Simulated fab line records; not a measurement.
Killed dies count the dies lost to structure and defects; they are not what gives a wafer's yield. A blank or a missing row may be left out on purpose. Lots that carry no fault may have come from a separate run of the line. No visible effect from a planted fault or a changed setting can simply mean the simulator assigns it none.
Split-lot experiment | flow n5_finfet | 39 wafers read across 7 lots, on a route 1938 steps long

THE SPLIT
At N5_BEOL_M13_TRENCH_ETCH_34 (etches SiOC in C4F8/O2/Ar, target depth 413.47 nm, time 162.6 s), the setting time_s was moved away from the recipe's 162.6 s on 12 of the 39 wafers read, by -44.2% to +57.7%. This setting was run at the recipe's value on the other wafers.

FROM THE SPLIT TO THE READING: what the file shows between them, 7 steps
- N5_BEOL_M13_STRIP_70: strips in C4F8/O2/Ar
- N5_BEOL_M13_OCD_MEAS_35
- N5_BEOL_M13_STRIP_37: strips in N2/H2
- N5_BEOL_M13_ETCH_38: etches SiCN in CF4/N2, target depth 67.5 nm, time 71.9 s
- N5_BEOL_M13_ECD_47: material Cu, target thk 936 nm
- N5_BEOL_M13_ANNEAL_48: time 90 s
- N5_BEOL_M13_CMP_49: polishes, stops on SiOC, t overpolish 17.1 s, target thk 420 nm

THE READING
M13_THK, in nm, at N5_BEOL_M13_THK_MEAS_50 (measures by xrf). Typical for fault-free wafers on this fab line: 415 nm, with standard deviation 7.8 nm.

wafer  | tool, chamber at the split | time_s as run, s | against the recipe | M13_THK, nm | against lot-mates on the recipe
L074.1 | rie_diel-02, 3             | 188.6            | +16.0%             | 484         | +72
L074.2 | rie_diel-02, 2             | 162.6            | recipe             | 409         | -
L074.3 | rie_diel-02, 1             | 162.6            | recipe             | 415         | -
L074.4 | rie_diel-02, 2             | 162.6            | recipe             | 411         | -
L074.5 | rie_diel-02, 1             | 188.6            | +16.0%             | 481         | +69
L074.6 | rie_diel-02, 3             | 188.6            | +16.0%             | 488         | +76
L075.1 | rie_diel-04, 2             | 90.81            | -44.2%             | 237         | -175
L075.2 | rie_diel-04, 3             | 90.81            | -44.2%             | 236         | -176
L075.3 | rie_diel-04, 0             | 162.6            | recipe             | 418         | -
L075.4 | rie_diel-04, 1             | 162.6            | recipe             | 401         | -
L075.5 | rie_diel-04, 1             | 90.81            | -44.2%             | 227         | -185
L075.6 | rie_diel-04, 2             | 162.6            | recipe             | 416         | -
L078.1 | rie_diel-02, 0             | 162.6            | recipe             | 423         | -
L078.2 | rie_diel-02, 1             | 162.6            | recipe             | 415         | -
L078.3 | rie_diel-02, 2             | 162.6            | recipe             | 405         | -
L078.4 | rie_diel-02, 3             | 162.6            | recipe             | 414         | -
L078.5 | rie_diel-02, 0             | 162.6            | recipe             | 424         | -
L078.6 | rie_diel-02, 3             | 162.6            | recipe             | 414         | -
L083.1 | rie_diel-02, 1             | 162.6            | recipe             | 420         | -
L083.2 | rie_diel-02, 0             | 162.6            | recipe             | 430         | -
L083.3 | rie_diel-02, 2             | 162.6            | recipe             | 411         | -
L083.4 | rie_diel-02, 3             | 162.6            | recipe             | 422         | -
L083.5 | rie_diel-02, 0             | 162.6            | recipe             | 430         | -
L083.6 | rie_diel-02, 1             | 162.6            | recipe             | 420         | -
L090.1 | rie_diel-04, 1             | 162.6            | recipe             | 411         | -
L090.2 | rie_diel-04, 2             | 256.4            | +57.7%             | 641         | +228
L090.3 | rie_diel-04, 0,2           | 256.4            | +57.7%             | 639         | +226
L090.4 | rie_diel-04, 3             | 162.6            | recipe             | 417         | -
L090.5 | rie_diel-04, 0,2           | 256.4            | +57.7%             | 642         | +229
L090.6 | rie_diel-04, 1             | 162.6            | recipe             | 411         | -
L092.2 | rie_diel-02, 3             | 162.6            | recipe             | 406         | -
L092.3 | rie_diel-02, 1             | 162.6            | recipe             | 433         | -
L092.5 | rie_diel-02, 0             | 162.6            | recipe             | 422         | -
L094.1 | rie_diel-04, 2             | 229.7            | +41.3%             | 567         | +154
L094.2 | rie_diel-04, 0             | 162.6            | recipe             | 417         | -
L094.3 | rie_diel-04, 3             | 162.6            | recipe             | 407         | -
L094.4 | rie_diel-04, 1             | 229.7            | +41.3%             | 580         | +167
L094.5 | rie_diel-04, 2             | 229.7            | +41.3%             | 569         | +156
L094.6 | rie_diel-04, 1             | 162.6            | recipe             | 414         | -
Rows listing several chambers each stand for several wafers; the file does not say which wafer went through which chamber.

THE FIT
A straight line over all 39 wafers: M13_THK changes by +3.96 nm for each +1% of time_s; r = +1.00; the points scatter about the line by 7.7 nm.
The same after taking each lot's own level away (the mean of its wafers on the recipe; 39 wafers): +3.97 nm for each +1%; r = +1.00; scatter 6.7 nm.
The reading moves by 2.3e+02 nm for the largest change in time_s, on that fit.
From 411.7 to 422.2 nm: that is the span of the lots' own levels, equal to 1.3 times the standard deviation above.
The two slopes are in agreement: the lot-to-lot level therefore moves the slope only a little.
Check: with one of the wafers moved furthest among these (+57.7%) left out of the fit, the line predicts +229 nm for it against its lot-mates. Against them it came out at +228 nm.

THE WHOLE CHAIN: every reading that the file lists as answering this split, in the file's order
step                       | what it does                                                    | reading                                                                       | change (the file's fit)                                                                 | r (the file's)
N5_BEOL_M13_TRENCH_ETCH_34 | etches SiOC in C4F8/O2/Ar, target depth 413.47 nm, time 162.6 s | etch.depth_nm (the simulator's own value, which no gauge read)                | +4.04 nm for each +1% of the setting                                                    | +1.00
N5_BEOL_M13_OCD_MEAS_35    |                                                                 | trench_depth_nm                                                               | +4.05 nm for each +1% of the setting                                                    | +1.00
N5_BEOL_M13_CMP_49         | polishes, stops on SiOC, t overpolish 17.1 s, target thk 420 nm | Cu_of_BEOL_M13_ECD_47.thk_nm (the simulator's own value, which no gauge read) | +4.02 nm for each +1% of the setting                                                    | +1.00
N5_BEOL_M13_THK_MEAS_50    | measures by xrf                                                 | M13_THK                                                                       | +3.97 for each +1% of the setting                                                       | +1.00
N5_BEOL_M13_RS_MEAS_54     | measures by four-point-probe                                    | M13_RS                                                                        | not straight: 0.0832 at the lowest setting, 0.0450 at the recipe, 0.0286 at the highest | not given

FILE'S OWN FIT
M13_THK changes by +3.97 nm for each +1% of time_s, r = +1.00.
